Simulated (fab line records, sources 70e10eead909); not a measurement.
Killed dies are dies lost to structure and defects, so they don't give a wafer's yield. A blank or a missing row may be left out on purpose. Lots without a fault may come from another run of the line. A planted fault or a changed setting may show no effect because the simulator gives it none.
Chamber matching | flow nand_harc | NHARC_P_M1_PRE_CLEAN_32 on pecvd-02: 3 sister chambers
The step time 12 s. 3 wafers are shown with their chamber, then 8 later ones without.

WAFERS WITH THEIR CHAMBER
wafer  | chamber | heater_power_w (W)
L090.4 | 1       | 708
L090.5 | 0       | 801
L092.3 | 2       | 602

WAFERS WITHOUT THEIR CHAMBER
wafer  | heater_power_w (W)
L092.4 | 787
L092.5 | 704
L093.1 | 757
L093.5 | 775
L093.6 | 790
L094.1 | 813
L094.3 | 578
L094.6 | 705

WHICH CHAMBER EACH WENT THROUGH
wafer  | from the rows above     | in truth
L092.4 | 0                       | 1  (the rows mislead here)
L092.5 | 1                       | 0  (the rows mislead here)
L093.1 | can't be placed: 0 or 1 | 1
L093.5 | can't be placed: 0 or 1 | 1
L093.6 | 0                       | 0
L094.1 | 0                       | 0
L094.3 | 2                       | 2
L094.6 | 1                       | 1
Placed correctly: 4 of 8. Can't be placed from these rows: 2 (the true chamber is among the candidates in 2). Placed wrongly: 2.
How it was worked out, from the rows above alone: a wafer's distance from a chamber is the root of the sum, over the readings, of the square of ((its reading less the chamber's mean) divided by the reading's scatter). The wafer belongs to the nearest chamber; if the next one is less than 2 further off, it can't be placed. A chamber's mean is the mean of its shown wafers. The scatter: with one shown wafer a chamber, the root of the mean of the squares of how far each hidden wafer lies from its nearest shown one.
